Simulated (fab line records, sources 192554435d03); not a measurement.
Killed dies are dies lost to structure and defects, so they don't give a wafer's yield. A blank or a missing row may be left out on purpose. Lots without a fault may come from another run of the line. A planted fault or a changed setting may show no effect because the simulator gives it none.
Split-lot experiment | flow n5_finfet | 7 lots, 21 wafers read, on a route of 1938 steps

THE SPLIT
At N5_BEOL_M1_ETCH_64 (etches SOC in N2/H2, target depth 75 nm, overetch 15 nm, time 112.5 s), the setting source_w was moved away from the recipe's 840 W on 9 of the 21 wafers read, by -12.2% to +16.2%. The other wafers ran this setting at the recipe's value.

The reading is taken at the split's own step.

THE READING
rf_vpp_V, in V, at N5_BEOL_M1_ETCH_64 (etches SOC in N2/H2, target depth 75 nm, overetch 15 nm, time 112.5 s). Fault-free wafers of this fab line usually give 523.7 V, standard deviation 2.7 V.

wafer  | tool, chamber at the split | source_w as run, W | against the recipe | rf_vpp_V, V | against lot-mates on the recipe
L079.1 | rie_diel-06, 0             | 840                | recipe             | 527.1       | -
L079.3 | rie_diel-06, 3             | 737.4              | -12.2%             | 549.7       | +24.7
L079.4 | rie_diel-06, 2             | 840                | recipe             | 523.0       | -
L080.2 | rie_diel-05, 2             | 840                | recipe             | 524.7       | -
L080.4 | rie_diel-05, 0             | 738.8              | -12.0%             | 546.0       | +23.1
L080.5 | rie_diel-05, 2             | 840                | recipe             | 521.1       | -
L082.1 | rie_diel-01, 3             | 840                | recipe             | 526.3       | -
L082.5 | rie_diel-01, 3             | 975.2              | +16.1%             | 500.7       | -25.6
L082.6 | rie_diel-01, 0             | 975.2              | +16.1%             | 496.1       | -30.2
L083.1 | rie_diel-01, 1             | 931.6              | +10.9%             | 507.1       | -13.8
L083.3 | rie_diel-01, 0             | 931.6              | +10.9%             | 503.4       | -17.5
L083.5 | rie_diel-01, 0             | 840                | recipe             | 520.9       | -
L092.2 | rie_diel-06, 3             | 840                | recipe             | 528.8       | -
L092.4 | rie_diel-06, 2             | 926.9              | +10.3%             | 505.3       | -22.4
L092.5 | rie_diel-06, 0             | 840                | recipe             | 526.7       | -
L094.3 | rie_diel-06, 1             | 840                | recipe             | 520.5       | -
L094.4 | rie_diel-06, 3             | 975.7              | +16.2%             | 502.5       | -18.0
L094.6 | rie_diel-06, 2             | 975.7              | +16.2%             | 495.4       | -25.1
L096.1 | rie_diel-05, 1             | 840                | recipe             | 519.9       | -
L096.4 | rie_diel-05, 1             | 840                | recipe             | 521.2       | -
L096.6 | rie_diel-05, 0             | 840                | recipe             | 526.0       | -

THE FIT
A straight line over all 21 wafers: rf_vpp_V changes by -1.7 V for each +1% of source_w; r = -0.98; the points scatter about the line by 3.1 V.
The same after taking each lot's own level away (the mean of its wafers on the recipe; 21 wafers): -1.67 V for each +1%; r = -0.98; scatter 3.2 V.
On that fit, the largest move of source_w shifts the reading by 27 V.
The lots' own levels span 520.50 to 527.75 V, that is 2.7 times the standard deviation above.
So the lot-to-lot level changes the slope little: the two slopes agree.
Check: with one of the wafers moved furthest among these (+16.2%) left out of the fit, the line predicts -27.8 V for it against its lot-mates. It came out at -18 V against them.
Tool readings at the split's step, against how far the setting was moved: rf_vpp_V r = -0.98.

OTHER SPLITS ON THESE WAFERS
These wafers also went through other splits before the reading. Each is held against what the fit with the lots' levels taken away leaves over:
other split on the same wafers | wafers away from the commonest value | r with rf_vpp_V (lot level and that fit taken away)
N5_BEOL_M1_EXPOSE_08 dose_mj   | 8                                    | +0.37

THE FILE'S OWN FIT
rf_vpp_V changes by -1.71 V for each +1% of source_w, r = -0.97.
